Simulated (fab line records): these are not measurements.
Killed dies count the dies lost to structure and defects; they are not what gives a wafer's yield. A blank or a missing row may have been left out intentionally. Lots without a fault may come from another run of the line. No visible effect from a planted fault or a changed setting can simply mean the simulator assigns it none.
Matching of chambers | flow nandHarc | NHARC_A_STAIRCASE_STRIP_476 on rieDiel-02: 4 sister chambers
The step strips in O2, time 20 s. 8 wafers are shown with their chamber, then 7 later ones without.

== WAFERS WITH THEIR CHAMBER ==
wafer  | chamber | showerheadPlenumPTorr (Torr) | drypumpMotorCurrentA (A)
L079.6 | 1       | 3.60                         | 5.4
L084.3 | 0       | 3.32                         | 5.6
L088.4 | 1       | 3.59                         | 5.4
L089.3 | 0       | 3.31                         | 5.7
L089.4 | 3       | 3.72                         | 5.2
L089.5 | 2       | 3.34                         | 6.0
L094.2 | 3       | 3.71                         | 5.3
L094.5 | 2       | 3.33                         | 6.0

== WAFERS WITHOUT THEIR CHAMBER ==
wafer  | showerheadPlenumPTorr (Torr) | drypumpMotorCurrentA (A)
L094.6 | 3.71                         | 5.3
L095.2 | 3.58                         | 5.4
L095.3 | 3.33                         | 6.0
L095.6 | 3.33                         | 6.0
L097.2 | 3.33                         | 6.0
L097.5 | 3.33                         | 5.9
L097.6 | 3.71                         | 5.3

== WHICH CHAMBER EACH WENT THROUGH ==
wafer  | from the rows above | in truth
L094.6 | 3                   | 3
L095.2 | 1                   | 1
L095.3 | 2                   | 2
L095.6 | 2                   | 2
L097.2 | 2                   | 2
L097.5 | 2                   | 2
L097.6 | 3                   | 3
Correct placement for 7 of the 7. Left unplaced by these rows: 0. 0 placed wrongly.
How it was worked out, from the rows above alone: a wafer's distance from a chamber is the root of the sum, over the readings, of the square of ((its reading less the chamber's mean) divided by the reading's scatter). The wafer belongs to the nearest chamber; if the next one is less than 2 further off, it can't be placed. The mean given for a chamber averages the wafers shown for that chamber. The scatter: take each reading less its chamber's mean, square it, sum over the shown wafers, divide by the number of wafers less the number of chambers, and take the root.
